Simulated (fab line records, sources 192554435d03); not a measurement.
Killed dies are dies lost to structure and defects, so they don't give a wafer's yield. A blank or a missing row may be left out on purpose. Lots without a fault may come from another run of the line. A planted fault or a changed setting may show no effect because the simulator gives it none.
Problem report in the 8D (eight disciplines) form, filled by code | flow n5_finfet | the parts of the form that need people (team, actions taken, sign-off) are left out

1. THE PROBLEM
spin_speed_rpm at N5_BEOL_M5_COAT_65 reads a mean of 1561.5 rpm on 6 wafers of 2 lots; wafers without a fault read 1499.9 rpm with a standard deviation of 0.97. That is +63 standard deviations from the usual mean.
The step: time 60 s, resist thk 60 nm.
First seen on wafer L659.2, day 16 06:06, on litho_track-05. The record holds 35 wafers of 12 lots with a number at this step. Rule for "out", or "out of limits": more than 4 standard deviations from the usual mean. The other wafers with a number count as sound.

2. WHAT IT IS AND WHAT IT IS NOT
question                    | is                     | is not
which readings at this step | spin_speed_rpm         | dispense_pressure_kPa, resist_line_temp_C
which lots                  | L659, L662             | L643, L644, L646, L647, L651, L652, L653, L655, L665, L666
which wafers of those lots  | all that have a number | -
read on which tools         | litho_track-05         | litho_track-01, litho_track-02
when                        | from day 16 06:06      | up to then (23 sound wafers); but 6 sound wafers of L665, L666 came after

3. SUSPECTS, AND WHAT RULES EACH OUT
Counting: a tool at a process step up to the reading stays a suspect if it ran every lot that is out and no sound lot after the first of them.
- litho_track-05 at N5_BEOL_M5_COAT_65 (time 60 s, resist thk 60 nm): kept. It ran every lot that is out, first L659 (day 16 06:06), and no sound lot after that; its last sound lot up to then is L655 (day 14 19:26). Its own readings are out on those wafers: spin_speed_rpm.
Left after counting: litho_track-05 at N5_BEOL_M5_COAT_65.

4. THE CAUSE (what the simulator had put in)
Process parameter drift: litho_track-05, from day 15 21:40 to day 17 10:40, at N5_BEOL_M5_COAT_65. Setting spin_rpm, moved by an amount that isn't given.
Counting left only this tool.

5. THE CHAIN OF EFFECTS, in route order
Each row: a reading whose mean over the struck wafers that have a number lies more than 3 standard deviations from the usual. Only readings for which the record gives a usual standard deviation are gone through. hours: the time from each lot's start at the first step in this table that gives one to its start at this step, as a median over the lots. sigmas: the change in usual standard deviations.
hours | step               | reading        | usual      | on struck wafers | change | sigmas
0     | N5_BEOL_M5_COAT_65 | spin_speed_rpm | 1499.9 rpm | 1561.5           | +61.6  | +63
The process steps in it:
- N5_BEOL_M5_COAT_65: time 60 s, resist thk 60 nm.
Later measuring or inspecting steps at which every struck wafer that the step has a row for has a number for every such reading, and none has moved that far: N5_BEOL_M5_CD_MEAS_28.

6. WHAT WOULD HAVE CAUGHT IT SOONER
In this record the first reading out of limits was taken at day 16 06:06, 8 hours after the fault began at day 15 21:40.
